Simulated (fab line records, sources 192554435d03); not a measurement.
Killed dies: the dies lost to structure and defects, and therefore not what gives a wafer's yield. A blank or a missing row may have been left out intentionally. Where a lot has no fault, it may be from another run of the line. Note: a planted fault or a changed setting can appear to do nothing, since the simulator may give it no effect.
A struck lot beside a sound one + flow n5_finfet + 43 out of 1938 route steps
Sound: the wafers L640.1, L640.2, L640.6. Wafers struck: L643.2, L643.4, L643.5. Last of all comes the cause.
For every step that has rows: the tool of each side, followed by ch and its chambers, followed by its first start. Under that, the readings that differ: sound wafers + struck wafers + difference of the means + sigmas: that difference in standard deviations of wafers without a fault.
alike: words and numbers the same on both sides, and readings whose means are apart by under 2 such deviations; not compared: readings that were withheld, readings missing a value for some wafer, numbers with overlapping values and no deviation given by the record, and bounds like >300 which may hide the same value.
The two part at a step that has a row with sigmas, a row that says differs or no value, or rows on one side only. Numbers that don't overlap but have no deviation are shown without sigmas and don't part them. A reading missing from all wafers of one side parts the sides only when that side holds two or more wafers.

N5_FIN_CUT_STRIP_22: strips in N2/H2.
  sound on rie_diel-04 ch 0,2,3, day 3 16:32; struck on rie_diel-03 ch 0,1, day 4 10:05
  alike: drypump_motor_current_A, oes_product_au, rf_vpp_V, showerhead_plenum_p_Torr, throttle_valve_pct
  not compared: rf_hours_counter_h
then, 3 steps without rows for these wafers: N5_FIN_CUT_PRECLEAN_36 (cleans in O3/DIW, time 60 s); N5_FIN_CUT_SRD_32 (time 30 s); N5_FIN_CUT_UV_OZONE_34 (time 120 s).
N5_FIN_CUT_INSPECT_17: inspects for defects (brightfield).
  sound on defect_inspect-02 at day 3 16:41; struck on defect_inspect-02 at day 4 10:20
  alike: raw_defect_count
then, 1 step without rows for these wafers: N5_STI_FIN_REVEAL_ALD_00 (deposits SiO2, target thk 1 nm, pulse time 1 s).
N5_STI_FIN_REVEAL_ALD_14: deposits Si3N4, target thk 3 nm.
  sound on ald_sin-03 ch 0,1,2, day 3 16:47; struck on ald_sin-03 ch 0,1,2, day 4 10:26
  alike: heater_power_w
then, 3 steps without rows for these wafers: N5_STI_FIN_REVEAL_FCVD_FILL_01 (material SiO2 flowable, target thk 312 nm, time 512.2 s); N5_STI_FIN_REVEAL_DENSIFY_02 (time 1800 s); N5_STI_FIN_REVEAL_CMP_04 (polishes, stops on Si3N4, t overpolish 4 s, target thk 131.83 nm).
N5_STI_FIN_REVEAL_THK_MEAS_05:
  sound on film_metro-01 at day 3 22:48; struck on film_metro-01 at day 4 15:46
  alike: thk_nm
N5_STI_FIN_REVEAL_DENSIFY_30:
  sound on rtp_anneal-02 ch 0, day 3 22:50; struck on rtp_anneal-01 ch 0, day 4 15:49
  alike: lamp_power_pct
  not compared: wafer_temp_C_max
N5_STI_FIN_REVEAL_ETCHBACK_08: etches SiO2 in C4F6/O2, target depth 30.5 nm, time 10.167 s.
  sound on rie_diel-02 ch 0,2, day 3 23:02; struck on rie_diel-05 ch 1,3, day 4 16:01
  alike: drypump_motor_current_A, oes_product_au, rf_vpp_V, showerhead_plenum_p_Torr, throttle_valve_pct
  not compared: rf_hours_counter_h
then, 13 steps without rows for these wafers: N5_STI_FIN_REVEAL_STRIP_24 (strips in N2/H2, time 90 s); N5_STI_FIN_REVEAL_PRECLEAN_25 (cleans in SPM, time 90 s); N5_STI_FIN_REVEAL_PRECLEAN_26 (cleans in SC1, time 45 s); N5_STI_FIN_REVEAL_PRECLEAN_29 (cleans in DHF, time 30 s); N5_STI_FIN_REVEAL_SRD_12 (time 30 s); N5_STI_FIN_REVEAL_RECESS_09 (chemistry HF/NH3, target SiO2, afs cycles 11, target depth 42.5 nm, sublimation time 60 s); N5_STI_FIN_REVEAL_STRIP_16 (strips SiNx in H3PO4, target depth 23.8 nm); N5_STI_FIN_REVEAL_PRECLEAN_17 (cleans in NF3:NH3, afs cycles 1, time 20 s, sublimation time 60 s); N5_STI_FIN_REVEAL_ETCH_34 (etches Si in H2, material Si, target depth 0.97 nm); N5_STI_FIN_REVEAL_OXIDATION_31 (chemistry O2 PLASMA REMOTE, time 20 s); N5_STI_FIN_REVEAL_PRECLEAN_32 (cleans in NF3:NH3, afs cycles 1, time 20 s, sublimation time 60 s); N5_STI_FIN_REVEAL_STRIP_35 (strips Si3N4 in H3PO4, target depth 4 nm, time 39 s); N5_STI_FIN_REVEAL_SRD_21 (time 30 s).
N5_STI_FIN_REVEAL_OXIDATION_33: chemistry O2 PLASMA REMOTE, time 20 s.
  sound on plasma_asher-01 ch 0,1, day 4 01:47; struck on plasma_asher-02 ch 0,1, day 4 18:48
  alike: drypump_motor_current_A, heater_power_w
  not compared: rf_hours_counter_h
then, 2 steps without rows for these wafers: N5_STI_FIN_REVEAL_CLEAN_19 (cleans in O3/DIW, time 120 s); N5_STI_FIN_REVEAL_SRD_23 (time 30 s).
N5_STI_FIN_REVEAL_CD_MEAS_22: target cd 6.238 nm, pitch 28 nm.
  sound on cd_sem-03 at day 4 01:58; struck on cd_sem-03 at day 4 18:58
  alike: cd_nm
N5_STI_FIN_REVEAL_FIN_H_MEAS_10:
  sound on ocd-01 at day 4 01:59; struck on ocd-02 at day 4 19:00
| reading              | sound          | struck         | difference | sigmas |
|----------------------|----------------|----------------|------------|--------|
| trench_depth_nm (nm) | 51.8 52.0 51.6 | 58.6 58.7 58.3 | +6.7       | +13    |
then, 2 steps without rows for these wafers: N5_STI_FIN_REVEAL_PRECLEAN_18 (cleans in SC2, time 45 s); N5_STI_FIN_REVEAL_SRD_28 (time 30 s).
N5_STI_FIN_REVEAL_INSPECT_13: inspects for defects (darkfield).
  sound on defect_inspect-02 at day 4 02:05; struck on defect_inspect-01 at day 4 19:05
  alike: raw_defect_count
then, 6 steps without rows for these wafers: N5_DUMMY_GATE_PRECLEAN_00 (cleans in O3/DIW, time 60 s); N5_DUMMY_GATE_SRD_01 (time 30 s); N5_DUMMY_GATE_ALD_02 (deposits SiO2, target thk 2 nm, pulse time 1 s); N5_DUMMY_GATE_CVD_03 (deposits a-Si from SiH4, target thk 150 nm, time 8042 s); N5_DUMMY_GATE_PRECLEAN_46 (cleans in DIW, time 89.5 s); N5_DUMMY_GATE_SRD_47 (dry time 32 s).
N5_DUMMY_GATE_CMP_04: polishes a-Si.
  sound on cmp-03 ch 1,3, day 4 06:52; struck on cmp-01 ch 0,1,2, day 4 23:01
  alike: motor_current_A, time_to_endpoint_s
N5_DUMMY_GATE_THK_MEAS_05:
  sound on film_metro-01 at day 4 07:06; struck on film_metro-02 at day 4 23:16
  alike: thk_nm
-- record jumps: 6 days separate the struck wafers' starts on either side; left off in module DUMMY_GATE, taken up again in module BEOL_M4, whose first shown step is the route's number 1111 --
N5_BEOL_M4_RC_MEAS_101:
  sound on prober-02 ch 0, day 9 23:26; struck on prober-02 ch 0, day 10 14:55
| reading       | sound          | struck         | difference | sigmas |
|---------------|----------------|----------------|------------|--------|
| ION_N (uA/um) | 672 673 663    | 722 716 716    | +49        | +6     |
| ION_P (uA/um) | 464 468 458    | 497 489 495    | +30        | +5     |
| SS_P (mV/dec) | 73.8 73.1 73.7 | 72.7 72.0 72.1 | -1.3       | -2     |
  alike: DIBL_N, DIBL_P, IOFF_N, IOFF_P, SS_N, VT_N, VT_P

== WHERE THEY PART ==
First at N5_STI_FIN_REVEAL_FIN_H_MEAS_10; last, within this record, at N5_BEOL_M4_RC_MEAS_101.

WHY: what the simulator had put in
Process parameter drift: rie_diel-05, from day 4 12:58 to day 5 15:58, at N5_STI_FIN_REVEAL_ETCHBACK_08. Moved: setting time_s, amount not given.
